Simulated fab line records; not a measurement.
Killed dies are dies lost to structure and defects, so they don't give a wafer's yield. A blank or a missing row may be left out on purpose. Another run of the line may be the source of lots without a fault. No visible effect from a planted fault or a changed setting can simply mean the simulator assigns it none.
Which of the tools did it? | flow n5_finfet | 66 wafers from 22 lots sampled at 6 of the route's 1938 steps

## WHAT THE GAUGES SHOWED, per wafer
Not one reading of a measure or inspect step in the record can be checked against a usual standard deviation.

## WHICH TOOL RAN EACH LOT (tool, then ch and the chambers of the sampled wafers, then the start)
lot  | N5_FIN_CUT_CUT_ETCH_15          | N5_FIN_CUT_STRIP_22               | N5_STI_FIN_REVEAL_ALD_14         | N5_DUMMY_GATE_ALD_02             | N5_DUMMY_GATE_HM_OPEN_21          | N5_SD_EPI_N_LINER_46
L074 | rie_si-06 ch 0,2, day 2 05:43   | rie_diel-04 ch 1,2, day 2 05:50   | ald_sin-02 ch 0,2, day 2 06:05   | ald_sin-01 ch 1,2,3, day 2 14:54 | rie_diel-04 ch 0,1, day 3 00:05   | ald_sin-01 ch 1,2,3, day 3 05:32
L075 | rie_si-01 ch 0,3, day 2 09:44   | rie_diel-03 ch 0,1, day 2 09:51   | ald_sin-04 ch 0,2, day 2 10:06   | ald_sin-04 ch 0,2, day 2 19:18   | rie_diel-05 ch 0,1,2, day 3 07:51 | ald_sin-03 ch 0,1,2, day 3 13:20
L076 | rie_si-06 ch 0,1,3, day 2 22:01 | rie_diel-04 ch 0,2, day 2 22:10   | ald_sin-04 ch 0,1,2, day 2 22:25 | ald_sin-01 ch 0,3, day 3 07:56   | rie_diel-03 ch 0,2,3, day 3 16:59 | ald_sin-03 ch 2,3, day 3 23:04
L077 | rie_si-06 ch 0,1,3, day 2 23:03 | rie_diel-03 ch 0,1,2, day 2 23:14 | ald_sin-02 ch 0,2,3, day 2 23:53 | ald_sin-02 ch 0,1,2, day 3 09:15 | rie_diel-05 ch 0,1,2, day 3 18:25 | ald_sin-04 ch 1,2,3, day 4 00:03
L078 | rie_si-01 ch 0,1, day 3 03:35   | rie_diel-03 ch 0,2, day 3 03:42   | ald_sin-03 ch 0,2, day 3 03:56   | ald_sin-02 ch 1,2, day 3 13:18   | rie_diel-03 ch 1,3, day 4 00:53   | ald_sin-01 ch 1,2,3, day 4 07:31
L079 | rie_si-01 ch 0,2,3, day 3 09:52 | rie_diel-03 ch 0,2, day 3 09:59   | ald_sin-03 ch 0,2,3, day 3 11:19 | ald_sin-01 ch 0,2,3, day 3 20:52 | rie_diel-04 ch 0,1,2, day 4 05:53 | ald_sin-01 ch 2,3, day 4 11:26
L080 | rie_si-01 ch 1,2,3, day 3 15:26 | rie_diel-04 ch 0,3, day 3 15:36   | ald_sin-03 ch 0,1, day 3 15:51   | ald_sin-04 ch 0,3, day 4 00:34   | rie_diel-05 ch 1,2,3, day 4 09:54 | ald_sin-03 ch 2,3, day 4 16:30
L081 | rie_si-03 ch 0,1,3, day 3 22:24 | rie_diel-03 ch 0,1,3, day 3 22:31 | ald_sin-02 ch 0,2,3, day 3 22:46 | ald_sin-02 ch 1,2,3, day 4 07:36 | rie_diel-05 ch 0,1,3, day 4 18:58 | ald_sin-03 ch 0,1,2, day 5 00:41
L083 | rie_si-01 ch 0,1,3, day 4 09:41 | rie_diel-04 ch 1,2,3, day 4 09:48 | ald_sin-02 ch 0,3, day 4 10:23   | ald_sin-04 ch 0,2,3, day 4 19:08 | rie_diel-03 ch 0,1,3, day 5 04:11 | ald_sin-01 ch 0,2,3, day 5 10:31
L084 | rie_si-06 ch 0,2, day 4 19:04   | rie_diel-03 ch 1,2, day 4 19:11   | ald_sin-04 ch 0,1,2, day 4 19:26 | ald_sin-02 ch 0,3, day 5 04:50   | rie_diel-03 ch 0,2, day 5 13:54   | ald_sin-04 ch 0,3, day 5 19:47
L085 | rie_si-03 ch 2,3, day 5 01:35   | rie_diel-04 ch 0,1, day 5 01:47   | ald_sin-03 ch 0,1, day 5 02:38   | ald_sin-02 ch 2,3, day 5 11:28   | rie_diel-05 ch 2,3, day 5 20:29   | ald_sin-03 ch 0,1,3, day 6 02:28
L086 | rie_si-03 ch 0,1,2, day 5 07:25 | rie_diel-03 ch 0,2,3, day 5 07:32 | ald_sin-03 ch 1,2,3, day 5 07:47 | ald_sin-02 ch 0,2,3, day 5 17:32 | rie_diel-03 ch 1,2,3, day 6 02:54 | ald_sin-03 ch 1,2,3, day 6 09:05
L087 | rie_si-01 ch 0,1,2, day 5 12:31 | rie_diel-05 ch 0,1,2, day 5 12:38 | ald_sin-02 ch 0,2,3, day 5 12:53 | ald_sin-04 ch 0,1, day 5 21:42   | rie_diel-03 ch 0,1,3, day 6 06:50 | ald_sin-04 ch 1,2, day 6 12:16
L088 | rie_si-06 ch 2,3, day 5 19:35   | rie_diel-04 ch 1,2,3, day 5 19:43 | ald_sin-03 ch 1,2, day 5 20:28   | ald_sin-04 ch 0,2,3, day 6 05:16 | rie_diel-03 ch 0,1, day 6 14:25   | ald_sin-01 ch 2,3, day 6 21:27
L089 | rie_si-01 ch 0,2,3, day 5 22:20 | rie_diel-04 ch 0,2, day 5 22:37   | ald_sin-02 ch 0,1, day 5 22:52   | ald_sin-01 ch 0,1,2, day 6 07:35 | rie_diel-05 ch 0,2,3, day 6 16:44 | ald_sin-04 ch 0,2,3, day 6 22:53
L090 | rie_si-06 ch 1,2,3, day 6 04:05 | rie_diel-03 ch 1,2,3, day 6 04:13 | ald_sin-02 ch 0,2,3, day 6 04:43 | ald_sin-04 ch 0,1, day 6 13:25   | rie_diel-03 ch 0,3, day 6 23:13   | ald_sin-04 ch 2,3, day 7 05:34
L091 | rie_si-03 ch 1,2, day 6 09:55   | rie_diel-05 ch 2,3, day 6 10:02   | ald_sin-03 ch 0,3, day 6 10:37   | ald_sin-02 ch 0,1, day 6 19:26   | rie_diel-04 ch 1,2, day 7 04:37   | ald_sin-04 ch 2,3, day 7 10:56
L093 | rie_si-06 ch 0,3, day 6 23:07   | rie_diel-04 ch 1,2,3, day 6 23:17 | ald_sin-02 ch 0,1, day 6 23:32   | ald_sin-01 ch 0,3, day 7 08:44   | rie_diel-04 ch 0,1,2, day 7 18:01 | ald_sin-03 ch 0,2,3, day 8 00:17
L094 | rie_si-01 ch 0,2,3, day 7 03:26 | rie_diel-05 ch 0,2,3, day 7 03:33 | ald_sin-02 ch 0,2,3, day 7 03:53 | ald_sin-04 ch 0,1,3, day 7 13:06 | rie_diel-04 ch 0,1,2, day 7 22:29 | ald_sin-01 ch 0,2, day 8 03:57
L095 | rie_si-06 ch 1,2, day 7 11:57   | rie_diel-05 ch 0,1,3, day 7 12:04 | ald_sin-03 ch 0,1,3, day 7 12:38 | ald_sin-01 ch 0,1,2, day 7 21:35 | rie_diel-04 ch 0,1, day 8 10:31   | ald_sin-04 ch 1,3, day 8 16:49
L096 | rie_si-01 ch 0,1, day 7 15:43   | rie_diel-04 ch 0,1,3, day 7 15:50 | ald_sin-04 ch 0,1,3, day 7 17:38 | ald_sin-01 ch 0,2, day 8 02:43   | rie_diel-05 ch 0,2, day 8 11:43   | ald_sin-01 ch 0,2,3, day 8 17:42
L097 | rie_si-06 ch 1,3, day 7 22:58   | rie_diel-03 ch 0,2,3, day 7 23:05 | ald_sin-03 ch 2,3, day 7 23:31   | ald_sin-04 ch 1,2, day 8 08:17   | rie_diel-05 ch 0,1,3, day 8 20:12 | ald_sin-04 ch 0,2,3, day 9 02:57
- N5_FIN_CUT_CUT_ETCH_15: etches Si in HBr/Cl2/O2, target depth 100 nm, bt time 10 s, time 42.4 s.
- N5_FIN_CUT_STRIP_22: strips in N2/H2.
- N5_STI_FIN_REVEAL_ALD_14: deposits Si3N4, target thk 3 nm.
- N5_DUMMY_GATE_ALD_02: deposits SiO2, target thk 2 nm, pulse time 1 s.
- N5_DUMMY_GATE_HM_OPEN_21: chemistry CH3F/O2, target SiNx, target depth 120 nm, time 171.4 s.
- N5_SD_EPI_N_LINER_46: material SiNx, target thk 3 nm.

## WHAT THE TOOLS THEMSELVES READ (means of the sampled wafers that have a number; where no wafer has one, the mark that the record gives instead)
N5_FIN_CUT_CUT_ETCH_15. Usual: HBr_flow_sccm 149.9 sccm, standard deviation 0.46; drypump_motor_current_A 5.7 A, standard deviation 0.51; oes_product_au 1.004 a.u., standard deviation 0.016; throttle_valve_pct 37.2 %, standard deviation 0.46.
lot  | tool      | HBr_flow_sccm (sccm) | drypump_motor_current_A (A) | oes_product_au (a.u.) | throttle_valve_pct (%) | flag
L074 | rie_si-06 | 149.7                | 6.0                         | 0.990                 | 37.8                   |
L075 | rie_si-01 | 149.6                | 5.7                         | 1.019                 | 37.2                   |
L076 | rie_si-06 | 150.1                | 5.9                         | 1.005                 | 37.3                   |
L077 | rie_si-06 | 150.6                | 5.9                         | 1.008                 | 37.3                   |
L078 | rie_si-01 | 149.8                | 5.4                         | 1.017                 | 37.1                   |
L079 | rie_si-01 | 149.9                | 5.7                         | 1.006                 | 37.3                   |
L080 | rie_si-01 | 149.9                | 5.5                         | 1.003                 | 37.1                   |
L081 | rie_si-03 | 150.0                | 5.5                         | 1.010                 | 37.0                   |
L083 | rie_si-01 | 149.8                | 5.5                         | 1.014                 | 36.9                   |
L084 | rie_si-06 | 149.6                | 6.1                         | 0.991                 | 37.7                   |
L085 | rie_si-03 | 150.1                | 5.6                         | 1.006                 | 36.9                   |
L086 | rie_si-03 | 150.0                | 5.4                         | 1.011                 | 36.9                   |
L087 | rie_si-01 | 150.4                | 5.4                         | 1.009                 | 37.3                   |
L088 | rie_si-06 | 150.1                | 6.6                         | 0.981                 | 37.4                   |
L089 | rie_si-01 | 149.9                | 5.7                         | 1.006                 | 37.3                   |
L090 | rie_si-06 | 149.6                | 6.0                         | 0.999                 | 37.3                   |
L091 | rie_si-03 | 150.0                | 5.3                         | 1.007                 | 36.6                   |
L093 | rie_si-06 | 149.7                | 6.2                         | 0.996                 | 37.6                   |
L094 | rie_si-01 | 150.5                | 5.7                         | 1.012                 | 37.3                   |
L095 | rie_si-06 | 149.7                | 5.9                         | 0.999                 | 37.5                   |
L096 | rie_si-01 | 149.9                | 5.4                         | 1.014                 | 37.1                   |
L097 | rie_si-06 | 150.1                | 6.2                         | 1.004                 | 37.1                   |

N5_FIN_CUT_STRIP_22. Usual: drypump_motor_current_A 5.6 A, standard deviation 0.44; oes_product_au 0.79 a.u., standard deviation 0.091; power_w 499.9 W, standard deviation 1.5; rf_vpp_V 53.9 V, standard deviation 2.3; showerhead_plenum_p_Torr 3.36 Torr, standard deviation 0.12; throttle_valve_pct 18.9 %, standard deviation 0.4.
lot  | tool        | drypump_motor_current_A (A) | oes_product_au (a.u.) | power_w (W) | rf_vpp_V (V) | showerhead_plenum_p_Torr (Torr) | throttle_valve_pct (%) | flag
L074 | rie_diel-04 | 5.0                         | 0.77                  | 500.1       | 52.4         | 3.27                            | 18.9                   |
L075 | rie_diel-03 | 5.5                         | 0.74                  | 500.2       | 54.5         | 3.51                            | 19.3                   |
L076 | rie_diel-04 | 5.4                         | 0.84                  | 501.0       | 53.9         | 3.26                            | 19.1                   |
L077 | rie_diel-03 | 5.6                         | 0.74                  | 499.9       | 54.3         | 3.41                            | 19.2                   |
L078 | rie_diel-03 | 5.9                         | 0.74                  | 500.2       | 53.8         | 3.42                            | 19.0                   |
L079 | rie_diel-03 | 5.9                         | 0.75                  | 501.7       | 53.8         | 3.42                            | 19.0                   |
L080 | rie_diel-04 | 6.0                         | 0.94                  | 499.0       | 54.0         | 3.40                            | 19.0                   |
L081 | rie_diel-03 | 5.6                         | 0.71                  | 499.6       | 52.3         | 3.46                            | 19.1                   |
L083 | rie_diel-04 | 5.2                         | 0.80                  | 499.5       | 54.3         | 3.38                            | 18.7                   |
L084 | rie_diel-03 | 5.3                         | 0.71                  | 500.8       | 56.2         | 3.39                            | 19.4                   |
L085 | rie_diel-04 | 5.9                         | 0.83                  | 499.5       | 55.2         | 3.30                            | 19.0                   |
L086 | rie_diel-03 | 5.9                         | 0.72                  | 500.8       | 55.7         | 3.37                            | 18.9                   |
L087 | rie_diel-05 | 5.8                         | 0.84                  | 499.8       | 52.8         | 3.30                            | 18.8                   |
L088 | rie_diel-04 | 5.1                         | 0.79                  | 500.9       | 56.1         | 3.37                            | 18.7                   |
L089 | rie_diel-04 | 5.9                         | 0.83                  | 500.5       | 52.8         | 3.28                            | 19.2                   |
L090 | rie_diel-03 | 5.6                         | 0.80                  | 498.7       | 55.1         | 3.36                            | 19.0                   |
L091 | rie_diel-05 | 5.7                         | 0.79                  | 499.6       | 51.5         | 3.37                            | 19.2                   |
L093 | rie_diel-04 | 5.2                         | 0.78                  | 500.1       | 54.3         | 3.37                            | 18.7                   |
L094 | rie_diel-05 | 5.8                         | 0.84                  | 500.6       | 54.3         | 3.35                            | 18.9                   |
L095 | rie_diel-05 | 5.7                         | 0.85                  | 498.2       | 55.3         | 3.30                            | 18.6                   |
L096 | rie_diel-04 | 5.6                         | 0.82                  | 501.0       | 54.2         | 3.39                            | 18.8                   |
L097 | rie_diel-03 | 5.9                         | 0.79                  | 500.2       | 52.7         | 3.36                            | 18.8                   |

N5_STI_FIN_REVEAL_ALD_14. Usual: chamber_pressure_Torr 1.999 Torr, standard deviation 0.0044; heater_power_outer_w 553 W, standard deviation 72; heater_power_w 888 W, standard deviation 75.
lot  | tool       | chamber_pressure_Torr (Torr) | heater_power_outer_w (W) | heater_power_w (W) | flag
L074 | ald_sin-02 | 1.999                        | 465                      | 848                |
L075 | ald_sin-04 | 1.997                        | 517                      | 883                |
L076 | ald_sin-04 | 1.999                        | 519                      | 858                |
L077 | ald_sin-02 | 1.999                        | 462                      | 810                |
L078 | ald_sin-03 | 2.002                        | 608                      | 881                |
L079 | ald_sin-03 | 2.002                        | 616                      | 937                |
L080 | ald_sin-03 | 2.001                        | 612                      | 923                |
L081 | ald_sin-02 | 1.997                        | 456                      | 803                |
L083 | ald_sin-02 | 2.000                        | 462                      | 852                |
L084 | ald_sin-04 | 1.999                        | 523                      | 855                |
L085 | ald_sin-03 | 1.999                        | 611                      | 908                |
L086 | ald_sin-03 | 2.008                        | 606                      | 943                |
L087 | ald_sin-02 | 1.998                        | 465                      | 815                |
L088 | ald_sin-03 | 1.998                        | 578                      | 891                |
L089 | ald_sin-02 | 1.999                        | 517                      | 903                |
L090 | ald_sin-02 | 2.000                        | 461                      | 799                |
L091 | ald_sin-03 | 2.001                        | 650                      | 954                |
L093 | ald_sin-02 | 2.000                        | 513                      | 900                |
L094 | ald_sin-02 | 2.000                        | 456                      | 811                |
L095 | ald_sin-03 | 1.998                        | 615                      | 972                |
L096 | ald_sin-04 | 1.997                        | 525                      | 874                |
L097 | ald_sin-03 | 1.996                        | 627                      | 974                |

N5_DUMMY_GATE_ALD_02. Usual: chamber_pressure_Torr 1.999 Torr, standard deviation 0.0038; heater_power_outer_w 258 W, standard deviation 28; heater_power_w 477 W, standard deviation 44; precursor_pulse_height_rel 1.004, standard deviation 0.021.
lot  | tool       | chamber_pressure_Torr (Torr) | heater_power_outer_w (W) | heater_power_w (W) | precursor_pulse_height_rel | flag
L074 | ald_sin-01 | 1.997                        | 275                      | 501                | 1.002                      |
L075 | ald_sin-04 | 2.001                        | 263                      | 498                | 1.010                      |
L076 | ald_sin-01 | 1.999                        | 248                      | 475                | 1.003                      |
L077 | ald_sin-02 | 2.000                        | 259                      | 481                | 1.017                      |
L078 | ald_sin-02 | 2.003                        | 254                      | 462                | 0.996                      |
L079 | ald_sin-01 | 2.002                        | 274                      | 513                | 0.996                      |
L080 | ald_sin-04 | 2.000                        | 270                      | 485                | 1.017                      |
L081 | ald_sin-02 | 2.002                        | 259                      | 456                | 0.986                      |
L083 | ald_sin-04 | 1.998                        | 265                      | 491                | 0.995                      |
L084 | ald_sin-02 | 1.997                        | 238                      | 463                | 1.004                      |
L085 | ald_sin-02 | 1.995                        | 226                      | 437                | 1.010                      |
L086 | ald_sin-02 | 1.998                        | 234                      | 450                | 1.013                      |
L087 | ald_sin-04 | 2.000                        | 275                      | 504                | 0.980                      |
L088 | ald_sin-04 | 2.000                        | 265                      | 494                | 1.007                      |
L089 | ald_sin-01 | 2.002                        | 247                      | 458                | 0.997                      |
L090 | ald_sin-04 | 2.004                        | 274                      | 475                | 1.019                      |
L091 | ald_sin-02 | 2.001                        | 264                      | 504                | 1.016                      |
L093 | ald_sin-01 | 1.999                        | 240                      | 465                | 0.992                      |
L094 | ald_sin-04 | 2.000                        | 273                      | 477                | 0.999                      |
L095 | ald_sin-01 | 2.002                        | 245                      | 459                | 1.013                      |
L096 | ald_sin-01 | 1.998                        | 269                      | 501                | 1.012                      |
L097 | ald_sin-04 | 2.001                        | 255                      | 477                | 1.015                      |

N5_DUMMY_GATE_HM_OPEN_21. Usual: drypump_motor_current_A 5.6 A, standard deviation 0.41; oes_product_au 0.78 a.u., standard deviation 0.089; rf_fwd_power_W 393.4 W, standard deviation 1.2; rf_vpp_V 300 V, standard deviation 6.1; showerhead_plenum_p_Torr 2.02 Torr, standard deviation 0.07; throttle_valve_pct 16.47 %, standard deviation 0.24.
lot  | tool        | drypump_motor_current_A (A) | oes_product_au (a.u.) | rf_fwd_power_W (W) | rf_vpp_V (V) | showerhead_plenum_p_Torr (Torr) | throttle_valve_pct (%) | flag
L074 | rie_diel-04 | 5.9                         | 0.88                  | 392.1              | 298          | 1.99                            | 16.49                  |
L075 | rie_diel-05 | 5.8                         | 0.74                  | 392.3              | 302          | 1.99                            | 16.35                  |
L076 | rie_diel-03 | 5.9                         | 0.73                  | 394.0              | 303          | 2.04                            | 16.64                  |
L077 | rie_diel-05 | 5.8                         | 0.74                  | 394.4              | 302          | 1.98                            | 16.37                  |
L078 | rie_diel-03 | 5.2                         | 0.70                  | 394.0              | 302          | 2.08                            | 16.69                  |
L079 | rie_diel-04 | 5.4                         | 0.80                  | 393.8              | 300          | 1.97                            | 16.47                  |
L080 | rie_diel-05 | 5.6                         | 0.80                  | 393.0              | 300          | 2.00                            | 16.39                  |
L081 | rie_diel-05 | 5.7                         | 0.86                  | 393.7              | 299          | 1.99                            | 16.19                  |
L083 | rie_diel-03 | 5.5                         | 0.70                  | 393.5              | 301          | 2.09                            | 16.74                  |
L084 | rie_diel-03 | 5.9                         | 0.73                  | 392.8              | 299          | 2.04                            | 16.70                  |
L085 | rie_diel-05 | 5.5                         | 0.81                  | 393.5              | 293          | 2.04                            | 16.53                  |
L086 | rie_diel-03 | 5.6                         | 0.79                  | 393.4              | 304          | 2.03                            | 16.50                  |
L087 | rie_diel-03 | 5.5                         | 0.80                  | 393.8              | 300          | 2.08                            | 16.62                  |
L088 | rie_diel-03 | 5.5                         | 0.72                  | 394.2              | 296          | 2.09                            | 16.80                  |
L089 | rie_diel-05 | 5.8                         | 0.85                  | 394.4              | 297          | 2.02                            | 16.37                  |
L090 | rie_diel-03 | 5.8                         | 0.81                  | 393.8              | 299          | 2.09                            | 16.66                  |
L091 | rie_diel-04 | 5.0                         | 0.70                  | 392.5              | 303          | 1.97                            | 16.54                  |
L093 | rie_diel-04 | 5.4                         | 0.76                  | 393.3              | 298          | 1.96                            | 16.52                  |
L094 | rie_diel-04 | 5.4                         | 0.77                  | 393.6              | 298          | 1.96                            | 16.54                  |
L095 | rie_diel-04 | 5.9                         | 0.80                  | 395.5              | 297          | 1.97                            | 16.56                  |
L096 | rie_diel-05 | 6.0                         | 0.86                  | 393.7              | 300          | 2.00                            | 16.21                  |
L097 | rie_diel-05 | 5.7                         | 0.83                  | 393.1              | 297          | 1.98                            | 16.25                  |

N5_SD_EPI_N_LINER_46. Usual: chamber_pressure_Torr 1.999 Torr, standard deviation 0.0041; heater_power_outer_w 551 W, standard deviation 62; heater_power_w 891 W, standard deviation 80.
lot  | tool       | chamber_pressure_Torr (Torr) | heater_power_outer_w (W) | heater_power_w (W) | flag
L074 | ald_sin-01 | 2.000                        | 529                      | 883                |
L075 | ald_sin-03 | 2.003                        | 598                      | 903                |
L076 | ald_sin-03 | 1.996                        | 600                      | 930                |
L077 | ald_sin-04 | 2.001                        | 510                      | 847                |
L078 | ald_sin-01 | 2.001                        | 532                      | 884                |
L079 | ald_sin-01 | 2.002                        | 574                      | 966                |
L080 | ald_sin-03 | 2.004                        | 607                      | 933                |
L081 | ald_sin-03 | 2.000                        | 610                      | 895                |
L083 | ald_sin-01 | 1.999                        | 522                      | 889                |
L084 | ald_sin-04 | 1.997                        | 528                      | 866                |
L085 | ald_sin-03 | 1.997                        | 612                      | 953                |
L086 | ald_sin-03 | 1.999                        | 597                      | 932                |
L087 | ald_sin-04 | 2.004                        | 506                      | 854                |
L088 | ald_sin-01 | 2.001                        | 577                      | 968                |
L089 | ald_sin-04 | 1.999                        | 533                      | 897                |
L090 | ald_sin-04 | 2.001                        | 497                      | 851                |
L091 | ald_sin-04 | 2.002                        | 508                      | 848                |
L093 | ald_sin-03 | 1.996                        | 629                      | 940                |
L094 | ald_sin-01 | 2.000                        | 535                      | 920                |
L095 | ald_sin-04 | 1.998                        | 525                      | 812                |
L096 | ald_sin-01 | 1.998                        | 528                      | 907                |
L097 | ald_sin-04 | 2.000                        | 526                      | 877                |

## THE ANSWER, worked out from the rows above alone
Rule: a lot is off if the mean of its wafers that have a number lies more than 3 standard deviations from the usual mean. A lot without any number at a reading at which 4 lots or more have one is off too. Any other lot the step has rows for is counted as sound. The gauges are gone through in route order, then the tools' own readings, and for those a lot's mean is taken as printed above. At the first step where some lot is off, the reading lying furthest off is the one used; lots without a number count as furthest.
No lot is off on any of the readings shown, so nothing can be concluded from this.

## WHAT THE SIMULATOR HAD INSERTED
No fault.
